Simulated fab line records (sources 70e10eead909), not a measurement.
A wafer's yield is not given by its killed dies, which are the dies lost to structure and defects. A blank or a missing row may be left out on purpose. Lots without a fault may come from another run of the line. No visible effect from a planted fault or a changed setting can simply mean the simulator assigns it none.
Chamber matching + flow nand_harc + 4 sister chambers for NHARC_A_CHANNEL_FILL_D1_ETCHBACK_19 on rie_si-05
The step etches the open film in HBr/Cl2, target depth 5 nm, time 1.7 s. 22 wafers are shown with their chamber, then 11 later ones without.

WAFERS WITH THEIR CHAMBER
| wafer  | chamber | drypump_motor_current_A (A) | oes_product_au (a.u.) | hbr_flow_sccm (sccm) |
|--------|---------|-----------------------------|-----------------------|----------------------|
| L077.3 | 0       | 5.6                         | 1.002                 | 149.6                |
| L077.4 | 2       | 5.9                         | 0.992                 | 150.6                |
| L077.6 | 1       | 5.1                         | 0.971                 | 149.7                |
| L078.2 | 2       | 5.9                         | 1.005                 | 149.4                |
| L078.3 | 1       | 5.1                         | 0.985                 | 149.5                |
| L078.5 | 2       | 5.9                         | 1.002                 | 149.2                |
| L079.2 | 0       | 5.6                         | 1.010                 | 150.2                |
| L079.3 | 3       | 5.6                         | 0.997                 | 149.9                |
| L079.6 | 3       | 5.6                         | 0.995                 | 150.0                |
| L081.1 | 1       | 5.2                         | 0.987                 | 149.7                |
| L081.2 | 2       | 5.9                         | 0.990                 | 149.7                |
| L081.4 | 0       | 5.6                         | 1.011                 | 149.2                |
| L083.1 | 3       | 5.6                         | 1.002                 | 150.1                |
| L083.3 | 2       | 5.9                         | 0.993                 | 149.5                |
| L083.5 | 2       | 5.9                         | 0.987                 | 150.3                |
| L085.1 | 3       | 5.6                         | 1.006                 | 149.8                |
| L085.4 | 2       | 5.9                         | 0.984                 | 150.2                |
| L085.5 | 3       | 5.6                         | 1.002                 | 150.1                |
| L086.1 | 3       | 5.6                         | 0.997                 | 149.7                |
| L086.4 | 2       | 5.9                         | 0.975                 | 150.0                |
| L086.6 | 0       | 5.5                         | 0.982                 | 150.0                |
| L089.1 | 1       | 5.1                         | 0.998                 | 149.4                |

SIGNATURES (averages over the wafers above)
| reading                 | chamber 0 | chamber 1 | chamber 2 | chamber 3 | scatter within a chamber |
|-------------------------|-----------|-----------|-----------|-----------|--------------------------|
| drypump_motor_current_A | 5.575     | 5.125     | 5.900     | 5.600     | 0.0289                   |
| oes_product_au          | 1.00125   | 0.98525   | 0.99100   | 0.99983   | 0.00955                  |
| hbr_flow_sccm           | 149.750   | 149.575   | 149.863   | 149.933   | 0.37                     |
Rule: for a wafer and a chamber, the distance is found by dividing, reading by reading, the gap between the wafer's reading and the chamber's mean by the reading's scatter, squaring, summing and taking the root. The wafer belongs to the nearest chamber; if the next one is less than 2 further off, it can't be placed. How the scatter is found: for the shown wafers, subtract from each reading the mean of its chamber, square and add these, divide the total by (wafers less chambers), then take the root.

WAFERS WITH NO CHAMBER GIVEN
| wafer  | drypump_motor_current_A (A) | oes_product_au (a.u.) | hbr_flow_sccm (sccm) |
|--------|-----------------------------|-----------------------|----------------------|
| L089.2 | 5.6                         | 1.007                 | 149.6                |
| L089.5 | 5.6                         | 0.998                 | 149.8                |
| L093.1 | 5.6                         | 1.011                 | 149.8                |
| L093.2 | 5.9                         | 0.978                 | 149.4                |
| L093.6 | 5.9                         | 0.978                 | 149.9                |
| L094.1 | 5.6                         | 0.979                 | 150.0                |
| L094.4 | 5.9                         | 0.974                 | 149.4                |
| L094.6 | 5.1                         | 0.991                 | 150.3                |
| L095.1 | 5.6                         | 0.999                 | 149.9                |
| L095.3 | 5.9                         | 0.989                 | 150.1                |
| L095.6 | 5.9                         | 0.993                 | 150.4                |

CHAMBER TAKEN BY EACH
| wafer  | from the rows above     | in truth |
|--------|-------------------------|----------|
| L089.2 | can't be placed: 0 or 3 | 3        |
| L089.5 | can't be placed: 3 or 0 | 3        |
| L093.1 | can't be placed: 3 or 0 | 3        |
| L093.2 | 2                       | 2        |
| L093.6 | 2                       | 2        |
| L094.1 | can't be placed: 3 or 0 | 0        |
| L094.4 | 2                       | 2        |
| L094.6 | 1                       | 1        |
| L095.1 | can't be placed: 3 or 0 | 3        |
| L095.3 | 2                       | 2        |
| L095.6 | 2                       | 2        |
Correctly placed: 6 of 11. Can't be placed from these rows: 5 (the true chamber is among the candidates in 5). Wrongly placed: 0.
